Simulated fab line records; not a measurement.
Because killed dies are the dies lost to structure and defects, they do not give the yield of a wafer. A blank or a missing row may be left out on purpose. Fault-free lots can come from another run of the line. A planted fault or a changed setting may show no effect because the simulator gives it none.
The tool behind it: which one? + flow n5 finfet + 24 lots with 72 wafers sampled at 6 steps, on a route of 1938 steps

## WHAT THE GAUGES READ, wafer by wafer
N5_BEOL_M6_INSPECT_13: inspects for defects (brightfield). Usual: raw defect count at 409, with a standard deviation of 100.
| lot  | measured     | on                | raw defect count | flag |
|------|--------------|-------------------|------------------|------|
| L074 | day 8 05:18  | defect inspect-02 | 515 509 674      |      |
| L075 | day 8 13:13  | defect inspect-01 | 354 328 370      |      |
| L077 | day 9 05:16  | defect inspect-02 | 392 270 306      |      |
| L076 | day 9 08:19  | defect inspect-01 | 497 323 253      |      |
| L079 | day 9 13:04  | defect inspect-02 | 376 306 371      |      |
| L078 | day 9 20:52  | defect inspect-02 | 309 335 414      |      |
| L080 | day 10 11:26 | defect inspect-02 | 436 478 395      |      |
| L081 | day 10 13:38 | defect inspect-01 | 406 387 333      |      |
| L083 | day 10 13:52 | defect inspect-01 | 477 474 476      |      |
| L082 | day 10 18:52 | defect inspect-01 | 242 381 346      |      |
| L084 | day 11 05:49 | defect inspect-02 | 421 389 494      |      |
| L085 | day 11 13:35 | defect inspect-01 | 277 466 437      |      |
| L086 | day 11 19:38 | defect inspect-01 | 490 289 344      |      |
| L087 | day 12 07:44 | defect inspect-01 | 316 391 410      |      |
| L088 | day 12 15:32 | defect inspect-01 | 382 446 477      |      |
| L089 | day 12 10:29 | defect inspect-02 | 460 437 620      |      |
| L090 | day 13 04:23 | defect inspect-01 | 293 290 491      |      |
| L091 | day 13 13:51 | defect inspect-01 | 530 549 573      |      |
| L092 | day 14 10:55 | defect inspect-01 | 402 430 320      |      |
| L094 | day 13 17:25 | defect inspect-02 | 325 423 263      |      |
| L093 | day 13 20:52 | defect inspect-01 | 343 317 274      |      |
| L095 | day 14 03:43 | defect inspect-01 | 512 607 463      |      |
| L096 | day 14 17:39 | defect inspect-02 | 337 396 310      |      |
| L097 | day 15 09:31 | defect inspect-01 | 445 402 497      |      |

## TOOL THAT RAN EACH LOT (tool first, then ch and the chambers of the sampled wafers, then the start)
| lot  | N5_BEOL_M5_STRIP_36                | N5_BEOL_M5_SURFACE_TREAT_87  | N5_BEOL_M5_SPUTTER_81        | N5_BEOL_M5_CMP_52             | N5_BEOL_M6_HM_DEP_02         |
|------|------------------------------------|------------------------------|------------------------------|-------------------------------|------------------------------|
| L074 | rie diel-06 ch 0,1,3, day 7 20:01  | pvd sputter-01, day 7 21:17  | pvd sputter-01, day 7 22:54  | cmp-01 ch 0,1,2, day 8 02:48  | pvd sputter-01, day 8 04:53  |
| L075 | rie diel-03 ch 0,1,3, day 8 04:15  | pvd sputter-02, day 8 05:34  | pvd sputter-01, day 8 06:53  | cmp-03 ch 0,2,3, day 8 10:46  | pvd sputter-01, day 8 12:47  |
| L077 | rie diel-04 ch 1,2,3, day 8 18:04  | pvd sputter-01, day 8 19:20  | pvd sputter-02, day 8 21:54  | cmp-01 ch 1,2,3, day 9 01:46  | pvd sputter-01, day 9 04:50  |
| L076 | rie diel-04 ch 1,3, day 8 21:11    | pvd sputter-03, day 8 22:40  | pvd sputter-03, day 9 01:38  | cmp-03 ch 0,1,3, day 9 05:31  | pvd sputter-03, day 9 07:53  |
| L079 | rie diel-06 ch 0,1,3, day 9 04:22  | pvd sputter-03, day 9 05:35  | pvd sputter-01, day 9 06:55  | cmp-02 ch 1,2,3, day 9 10:50  | pvd sputter-03, day 9 12:38  |
| L078 | rie diel-04 ch 0,3, day 9 11:00    | pvd sputter-01, day 9 12:36  | pvd sputter-03, day 9 13:55  | cmp-02 ch 0,1,3, day 9 18:44  | pvd sputter-02, day 9 20:19  |
| L080 | rie diel-03 ch 0, day 10 01:19     | pvd sputter-01, day 10 04:15 | pvd sputter-01, day 10 05:35 | cmp-02 ch 0,1,3, day 10 09:26 | pvd sputter-02, day 10 10:53 |
| L081 | rie diel-04 ch 0,2,3, day 10 03:20 | pvd sputter-02, day 10 05:19 | pvd sputter-02, day 10 06:49 | cmp-03 ch 1,2,3, day 10 10:34 | pvd sputter-03, day 10 13:12 |
| L083 | rie diel-06 ch 0,1,3, day 10 03:48 | pvd sputter-02, day 10 05:22 | pvd sputter-03, day 10 06:56 | cmp-02 ch 0,1,3, day 10 10:42 | pvd sputter-03, day 10 13:18 |
| L082 | rie diel-04 ch 0,1,2, day 10 09:55 | pvd sputter-02, day 10 11:01 | pvd sputter-01, day 10 12:55 | cmp-02 ch 1,3, day 10 16:44   | pvd sputter-01, day 10 18:18 |
| L084 | rie diel-06 ch 1,2,3, day 10 20:32 | pvd sputter-02, day 10 21:38 | pvd sputter-03, day 10 23:20 | cmp-01 ch 1,3, day 11 03:08   | pvd sputter-03, day 11 05:15 |
| L085 | rie diel-04 ch 0,1,2, day 11 02:30 | pvd sputter-02, day 11 05:40 | pvd sputter-03, day 11 06:59 | cmp-02 ch 1,2,3, day 11 10:53 | pvd sputter-01, day 11 13:01 |
| L086 | rie diel-06 ch 2,3, day 11 09:25   | pvd sputter-02, day 11 10:30 | pvd sputter-03, day 11 11:50 | cmp-02 ch 0,1, day 11 15:56   | pvd sputter-03, day 11 19:05 |
| L087 | rie diel-04 ch 2,3, day 11 19:01   | pvd sputter-03, day 11 20:20 | pvd sputter-01, day 11 21:46 | cmp-03 ch 1,2,3, day 12 05:48 | pvd sputter-02, day 12 07:18 |
| L088 | rie diel-04 ch 1,2,3, day 12 01:10 | pvd sputter-03, day 12 02:12 | pvd sputter-03, day 12 09:32 | cmp-03 ch 0,1,2, day 12 13:30 | pvd sputter-03, day 12 14:58 |
| L089 | rie diel-06 ch 0,1,3, day 12 01:28 | pvd sputter-02, day 12 02:31 | pvd sputter-02, day 12 03:58 | cmp-02 ch 0,2,3, day 12 07:43 | pvd sputter-02, day 12 09:55 |
| L090 | rie diel-06 ch 1,2,3, day 12 19:19 | pvd sputter-01, day 12 20:31 | pvd sputter-02, day 12 21:53 | cmp-02 ch 1,2,3, day 13 01:39 | pvd sputter-03, day 13 03:57 |
| L091 | rie diel-06 ch 0,1,3, day 13 03:47 | pvd sputter-02, day 13 05:35 | pvd sputter-01, day 13 07:54 | cmp-02 ch 2,3, day 13 11:40   | pvd sputter-01, day 13 13:18 |
| L092 | rie diel-06 ch 0,1,2, day 13 06:59 | pvd sputter-02, day 13 08:08 | pvd sputter-02, day 13 11:06 | cmp-03 ch 0,2,3, day 14 08:43 | pvd sputter-02, day 14 10:22 |
| L094 | rie diel-04 ch 0,1,2, day 13 07:02 | pvd sputter-03, day 13 08:16 | pvd sputter-03, day 13 11:41 | cmp-03 ch 0,1,3, day 13 15:29 | pvd sputter-03, day 13 16:52 |
| L093 | rie diel-06 ch 2,3, day 13 12:15   | pvd sputter-01, day 13 13:49 | pvd sputter-01, day 13 15:16 | cmp-03 ch 2,3, day 13 19:04   | pvd sputter-01, day 13 20:19 |
| L095 | rie diel-06 ch 0,1,3, day 13 18:10 | pvd sputter-03, day 13 19:18 | pvd sputter-03, day 13 20:40 | cmp-03 ch 1,2,3, day 14 00:30 | pvd sputter-01, day 14 03:10 |
| L096 | rie diel-06 ch 1,2,3, day 14 08:19 | pvd sputter-03, day 14 09:33 | pvd sputter-01, day 14 10:55 | cmp-01 ch 2,3, day 14 14:40   | pvd sputter-03, day 14 17:06 |
| L097 | rie diel-06 ch 2,3, day 14 23:57   | pvd sputter-03, day 15 01:11 | pvd sputter-01, day 15 02:35 | cmp-02 ch 0,3, day 15 06:27   | pvd sputter-03, day 15 08:57 |
- N5_BEOL_M5_STRIP_36: strips in N2/H2.
- N5_BEOL_M5_SURFACE_TREAT_87
- N5_BEOL_M5_SPUTTER_81: material Cu, target thk 15 nm, time 27.62 s.
- N5_BEOL_M5_CMP_52: polishes, stops on SiCOH lowk, t overpolish 6.9 s, target thk 62 nm.
- N5_BEOL_M6_HM_DEP_02: deposits TiN, target thk 20 nm.

## WHAT THE TOOLS THEMSELVES READ (means of the sampled wafers that have a number; where no wafer has one, the mark that the record gives instead)
N5_BEOL_M5_STRIP_36. Usual: drypump motor current A 5.89 A, standard deviation 0.3; oes product au 0.81 a.u., standard deviation 0.09; rf vpp V 59.1 V, standard deviation 1.5; showerhead plenum p Torr 2.50 Torr, standard deviation 0.11; throttle valve pct 23.48 %, standard deviation 0.26.
| lot  | tool        | drypump motor current A (A) | oes product au (a.u.) | rf vpp V (V) | showerhead plenum p Torr (Torr) | throttle valve pct (%) | flag |
|------|-------------|-----------------------------|-----------------------|--------------|---------------------------------|------------------------|------|
| L074 | rie diel-06 | 5.91                        | 0.80                  | 60.9         | 2.44                            | 23.65                  |      |
| L075 | rie diel-03 | 5.68                        | 0.77                  | 59.2         | 2.46                            | 23.82                  |      |
| L077 | rie diel-04 | 5.95                        | 0.74                  | 58.8         | 2.52                            | 23.42                  |      |
| L076 | rie diel-04 | 6.00                        | 0.75                  | 59.3         | 2.52                            | 23.25                  |      |
| L079 | rie diel-06 | 5.87                        | 0.79                  | 58.7         | 2.43                            | 23.65                  |      |
| L078 | rie diel-04 | 5.51                        | 0.76                  | 58.3         | 2.39                            | 23.24                  |      |
| L080 | rie diel-03 | 5.85                        | 0.85                  | 58.6         | 2.58                            | 24.08                  |      |
| L081 | rie diel-04 | 5.70                        | 0.83                  | 59.7         | 2.45                            | 23.29                  |      |
| L083 | rie diel-06 | 5.90                        | 0.77                  | 59.7         | 2.43                            | 23.66                  |      |
| L082 | rie diel-04 | 5.88                        | 0.81                  | 60.7         | 2.54                            | 23.32                  |      |
| L084 | rie diel-06 | 6.01                        | 0.85                  | 60.9         | 2.50                            | 23.58                  |      |
| L085 | rie diel-04 | 5.88                        | 0.80                  | 58.2         | 2.53                            | 23.31                  |      |
| L086 | rie diel-06 | 5.92                        | 0.86                  | 58.9         | 2.54                            | 23.46                  |      |
| L087 | rie diel-04 | 5.78                        | 0.83                  | 57.5         | 2.42                            | 23.34                  |      |
| L088 | rie diel-04 | 5.97                        | 0.80                  | 59.0         | 2.50                            | 23.33                  |      |
| L089 | rie diel-06 | 5.87                        | 0.86                  | 57.9         | 2.53                            | 23.54                  |      |
| L090 | rie diel-06 | 6.02                        | 0.83                  | 58.8         | 2.49                            | 23.57                  |      |
| L091 | rie diel-06 | 5.90                        | 0.84                  | 58.8         | 2.52                            | 23.55                  |      |
| L092 | rie diel-06 | 5.86                        | 0.89                  | 59.5         | 2.59                            | 23.54                  |      |
| L094 | rie diel-04 | 5.90                        | 0.79                  | 60.1         | 2.53                            | 23.34                  |      |
| L093 | rie diel-06 | 5.95                        | 0.78                  | 58.7         | 2.47                            | 23.50                  |      |
| L095 | rie diel-06 | 5.90                        | 0.84                  | 58.0         | 2.52                            | 23.54                  |      |
| L096 | rie diel-06 | 6.03                        | 0.81                  | 59.5         | 2.49                            | 23.60                  |      |
| L097 | rie diel-06 | 5.95                        | 0.78                  | 59.5         | 2.47                            | 23.50                  |      |

N5_BEOL_M5_SPUTTER_81. Usual: throttle valve pct at 29.9 %, with a standard deviation of 0.8.
| lot  | tool           | throttle valve pct (%) | flag |
|------|----------------|------------------------|------|
| L074 | pvd sputter-01 | 29.4                   |      |
| L075 | pvd sputter-01 | 30.1                   |      |
| L077 | pvd sputter-02 | 29.8                   |      |
| L076 | pvd sputter-03 | 30.7                   |      |
| L079 | pvd sputter-01 | 30.0                   |      |
| L078 | pvd sputter-03 | 29.8                   |      |
| L080 | pvd sputter-01 | 30.0                   |      |
| L081 | pvd sputter-02 | 29.6                   |      |
| L083 | pvd sputter-03 | 30.3                   |      |
| L082 | pvd sputter-01 | 30.2                   |      |
| L084 | pvd sputter-03 | 30.5                   |      |
| L085 | pvd sputter-03 | 29.7                   |      |
| L086 | pvd sputter-03 | 30.3                   |      |
| L087 | pvd sputter-01 | 30.1                   |      |
| L088 | pvd sputter-03 | 29.7                   |      |
| L089 | pvd sputter-02 | 30.8                   |      |
| L090 | pvd sputter-02 | 29.3                   |      |
| L091 | pvd sputter-01 | 29.4                   |      |
| L092 | pvd sputter-02 | 29.8                   |      |
| L094 | pvd sputter-03 | 30.5                   |      |
| L093 | pvd sputter-01 | 29.9                   |      |
| L095 | pvd sputter-03 | 29.9                   |      |
| L096 | pvd sputter-01 | 29.6                   |      |
| L097 | pvd sputter-01 | 29.4                   |      |

N5_BEOL_M5_CMP_52. Usual: barrier field endpoint s 24.5 s, standard deviation 0.81; motor current A 6.2 A, standard deviation 0.58; overpolish run s 6.900 s, standard deviation 0.0081; retaining ring pressure frac 1.001, standard deviation 0.0052; time to endpoint s 63 s, standard deviation 3.9.
| lot  | tool   | barrier field endpoint s (s) | motor current A (A) | overpolish run s (s) | retaining ring pressure frac | time to endpoint s (s) | flag |
|------|--------|------------------------------|---------------------|----------------------|------------------------------|------------------------|------|
| L074 | cmp-01 | 24.2                         | 5.5                 | 6.902                | 0.999                        | 64                     |      |
| L075 | cmp-03 | 25.0                         | 6.4                 | 6.897                | 0.994                        | 64                     |      |
| L077 | cmp-01 | 24.7                         | 6.2                 | 6.900                | 1.001                        | 62                     |      |
| L076 | cmp-03 | 23.3                         | 6.4                 | 6.897                | 1.004                        | 60                     |      |
| L079 | cmp-02 | 24.6                         | 5.8                 | 6.906                | 0.997                        | 60                     |      |
| L078 | cmp-02 | 23.7                         | 6.3                 | 6.900                | 1.004                        | 57                     |      |
| L080 | cmp-02 | 24.1                         | 6.1                 | 6.897                | 0.998                        | 58                     |      |
| L081 | cmp-03 | 24.9                         | 6.0                 | 6.911                | 0.995                        | 66                     |      |
| L083 | cmp-02 | 23.7                         | 6.2                 | 6.899                | 0.999                        | 59                     |      |
| L082 | cmp-02 | 24.3                         | 6.0                 | 6.904                | 0.996                        | 61                     |      |
| L084 | cmp-01 | 24.0                         | 5.5                 | 6.898                | 0.995                        | 63                     |      |
| L085 | cmp-02 | 25.1                         | 5.9                 | 6.899                | 0.999                        | 60                     |      |
| L086 | cmp-02 | 24.3                         | 6.5                 | 6.911                | 1.004                        | 62                     |      |
| L087 | cmp-03 | 25.7                         | 6.1                 | 6.894                | 1.003                        | 66                     |      |
| L088 | cmp-03 | 24.9                         | 6.4                 | 6.899                | 0.995                        | 65                     |      |
| L089 | cmp-02 | 23.7                         | 6.2                 | 6.903                | 1.002                        | 61                     |      |
| L090 | cmp-02 | 24.3                         | 6.1                 | 6.899                | 1.001                        | 58                     |      |
| L091 | cmp-02 | 24.5                         | 5.6                 | 6.903                | 1.001                        | 63                     |      |
| L092 | cmp-03 | 25.8                         | 6.8                 | 6.903                | 1.003                        | 66                     |      |
| L094 | cmp-03 | 23.7                         | 6.5                 | 6.906                | 0.997                        | 60                     |      |
| L093 | cmp-03 | 24.9                         | 6.3                 | 6.898                | 1.003                        | 67                     |      |
| L095 | cmp-03 | 24.5                         | 6.2                 | 6.894                | 1.002                        | 65                     |      |
| L096 | cmp-01 | 24.3                         | 6.8                 | 6.903                | 1.003                        | 65                     |      |
| L097 | cmp-02 | 24.4                         | 6.2                 | 6.908                | 1.006                        | 61                     |      |

N5_BEOL_M6_HM_DEP_02. Usual: throttle valve pct at 29.9 %, with a standard deviation of 0.78.
| lot  | tool           | throttle valve pct (%) | flag |
|------|----------------|------------------------|------|
| L074 | pvd sputter-01 | 30.2                   |      |
| L075 | pvd sputter-01 | 29.9                   |      |
| L077 | pvd sputter-01 | 30.4                   |      |
| L076 | pvd sputter-03 | 29.8                   |      |
| L079 | pvd sputter-03 | 29.5                   |      |
| L078 | pvd sputter-02 | 29.3                   |      |
| L080 | pvd sputter-02 | 29.6                   |      |
| L081 | pvd sputter-03 | 29.6                   |      |
| L083 | pvd sputter-03 | 30.0                   |      |
| L082 | pvd sputter-01 | 30.0                   |      |
| L084 | pvd sputter-03 | 29.8                   |      |
| L085 | pvd sputter-01 | 30.0                   |      |
| L086 | pvd sputter-03 | 30.4                   |      |
| L087 | pvd sputter-02 | 30.2                   |      |
| L088 | pvd sputter-03 | 30.4                   |      |
| L089 | pvd sputter-02 | 29.2                   |      |
| L090 | pvd sputter-03 | 30.0                   |      |
| L091 | pvd sputter-01 | 29.9                   |      |
| L092 | pvd sputter-02 | 30.1                   |      |
| L094 | pvd sputter-03 | 29.9                   |      |
| L093 | pvd sputter-01 | 30.0                   |      |
| L095 | pvd sputter-01 | 30.2                   |      |
| L096 | pvd sputter-03 | 30.1                   |      |
| L097 | pvd sputter-03 | 30.0                   |      |

## THE ANSWER, worked out from the rows above alone
Rule: a lot is off if the mean of its wafers that have a number lies more than 3 standard deviations from the usual mean. Also off: a lot with no number at a reading for which 4 or more lots have one. All remaining lots with rows at the step are treated as sound. Order of review: gauges by route order, followed by the tools' own readings, for which a lot's mean as printed above is used. The first step at which some lot is off is used, and at that step the reading that is off furthest; a lot without a number counts as furthest.
None of the lots is off at any reading shown; this tells nothing.

## WHAT HAD BEEN PUT IN BY THE SIMULATOR
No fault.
